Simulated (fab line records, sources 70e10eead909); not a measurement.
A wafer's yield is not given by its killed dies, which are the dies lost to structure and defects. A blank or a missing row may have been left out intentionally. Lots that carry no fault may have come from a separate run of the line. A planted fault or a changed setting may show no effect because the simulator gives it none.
Chamber matching || flow nand_harc || cmp-04 running NHARC_P_CONTACT_CMP_24: 4 sister chambers
The step polishes, t overpolish 30 s, target thk 200 nm. 4 wafers are shown with their chamber, then 8 later ones without.

## WAFERS, EACH WITH ITS CHAMBER
{"wafer": "L085.2", "chamber": 1, "motor_current_A (A)": 12.1}
{"wafer": "L086.1", "chamber": 0, "motor_current_A (A)": 12.4}
{"wafer": "L086.4", "chamber": 3, "motor_current_A (A)": 11.1}
{"wafer": "L089.2", "chamber": 2, "motor_current_A (A)": 14.4}

## WAFERS MISSING THEIR CHAMBER
{"wafer": "L089.4", "motor_current_A (A)": 11.6}
{"wafer": "L089.5", "motor_current_A (A)": 13.4}
{"wafer": "L091.2", "motor_current_A (A)": 12.5}
{"wafer": "L091.3", "motor_current_A (A)": 14.3}
{"wafer": "L091.4", "motor_current_A (A)": 12.2}
{"wafer": "L095.1", "motor_current_A (A)": 11.3}
{"wafer": "L095.2", "motor_current_A (A)": 12.6}
{"wafer": "L095.6", "motor_current_A (A)": 12.3}

## WHICH CHAMBER EACH WENT THROUGH
{"wafer": "L089.4", "from the rows above": "can't be placed: 1 or 3 or 0", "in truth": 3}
{"wafer": "L089.5", "from the rows above": "can't be placed: 0 or 2 or 1", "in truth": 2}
{"wafer": "L091.2", "from the rows above": "can't be placed: 0 or 1", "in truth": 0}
{"wafer": "L091.3", "from the rows above": 2, "in truth": 2}
{"wafer": "L091.4", "from the rows above": "can't be placed: 1 or 0", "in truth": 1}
{"wafer": "L095.1", "from the rows above": "can't be placed: 3 or 1", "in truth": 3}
{"wafer": "L095.2", "from the rows above": "can't be placed: 0 or 1", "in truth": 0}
{"wafer": "L095.6", "from the rows above": "can't be placed: 0 or 1", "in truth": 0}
Correctly placed: 1 of 8. From these rows, 7 cannot be placed; in 7 the true chamber is one of the candidates. Wrongly placed: 0.
How it was worked out, from the rows above alone: a wafer's distance from a chamber is the root of the sum, over the readings, of the square of ((its reading less the chamber's mean) divided by the reading's scatter). If the next closest chamber is less than 2 further off than the closest, the wafer can't be placed; otherwise it belongs to the closest. Each chamber's mean is taken over the wafers shown for it. The scatter: root of mean squared gap, hidden wafer to nearest shown wafer, with one shown wafer a chamber.
